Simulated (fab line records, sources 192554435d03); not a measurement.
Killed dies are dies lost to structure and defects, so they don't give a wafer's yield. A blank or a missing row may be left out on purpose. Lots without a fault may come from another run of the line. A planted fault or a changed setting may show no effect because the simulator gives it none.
Chamber matching | flow n5_finfet | N5_BEOL_M14_ILD_DEP_00 on pecvd-01: 3 sister chambers
The step deposits SiO2 from TEOS/O2, target thk 1119.3 nm, time 237.4 s. 20 wafers are shown with their chamber, then 10 later ones without.

WAFERS WITH THEIR CHAMBER
wafer  | chamber | throttle_valve_pct (%) | showerhead_plenum_p_Torr (Torr) | heater_power_w (W)
L078.3 | 1       | 20.1                   | 8.43                            | 840
L078.4 | 1       | 20.4                   | 8.40                            | 669
L078.5 | 0       | 17.9                   | 8.33                            | 546
L080.2 | 2       | 17.9                   | 8.28                            | 607
L080.3 | 1       | 20.1                   | 8.42                            | 830
L080.5 | 2       | 18.1                   | 8.30                            | 672
L084.1 | 0       | 18.2                   | 8.36                            | 512
L084.3 | 2       | 18.2                   | 8.30                            | 645
L084.6 | 2       | 18.2                   | 8.31                            | 695
L090.1 | 2       | 18.0                   | 8.29                            | 609
L090.2 | 0       | 18.1                   | 8.36                            | 434
L090.3 | 2       | 18.1                   | 8.29                            | 664
L090.4 | 0       | 17.9                   | 8.36                            | 502
L090.5 | 2       | 18.4                   | 8.29                            | 525
L090.6 | 0       | 17.8                   | 8.36                            | 560
L087.1 | 0       | 18.2                   | 8.34                            | 560
L087.3 | 0       | 18.2                   | 8.35                            | 448
L087.5 | 2       | 18.3                   | 8.27                            | 532
L094.1 | 2       | 18.0                   | 8.28                            | 653
L094.2 | 0       | 18.1                   | 8.35                            | 581

SIGNATURES (means of the wafers above)
reading                  | chamber 0 | chamber 1 | chamber 2 | scatter within a chamber
throttle_valve_pct       | 18.050    | 20.200    | 18.133    | 0.161
showerhead_plenum_p_Torr | 8.3513    | 8.4167    | 8.2900    | 0.0123
heater_power_w           | 517.88    | 779.67    | 622.44    | 63.2
Rule: a wafer's distance from a chamber is the root of the sum, over the readings, of the square of ((its reading less the chamber's mean) divided by the reading's scatter). The wafer belongs to the nearest chamber; if the next one is less than 2 further off, it can't be placed. The scatter: the root of (the sum of the squares of (reading less its chamber's mean) over the shown wafers, divided by (wafers less chambers)).

WAFERS WITHOUT THEIR CHAMBER
wafer  | throttle_valve_pct (%) | showerhead_plenum_p_Torr (Torr) | heater_power_w (W)
L094.3 | 20.1                   | 8.43                            | 828
L094.4 | 18.4                   | 8.30                            | 528
L094.5 | 20.0                   | 8.44                            | 657
L094.6 | 18.0                   | 8.35                            | 441
L097.2 | 18.4                   | 8.35                            | 552
L097.3 | 20.2                   | 8.40                            | 841
L097.5 | 20.2                   | 8.44                            | 643
L096.3 | 20.4                   | 8.40                            | 772
L096.4 | 17.8                   | 8.34                            | 529
L096.5 | 18.5                   | 8.29                            | 642

WHICH CHAMBER EACH WENT THROUGH
wafer  | from the rows above | in truth
L094.3 | 1                   | 1
L094.4 | 2                   | 2
L094.5 | 1                   | 1
L094.6 | 0                   | 0
L097.2 | 0                   | 0
L097.3 | 1                   | 1
L097.5 | 1                   | 1
L096.3 | 1                   | 1
L096.4 | 0                   | 0
L096.5 | 2                   | 2
Placed correctly: 10 of 10. Can't be placed from these rows: 0. Placed wrongly: 0.
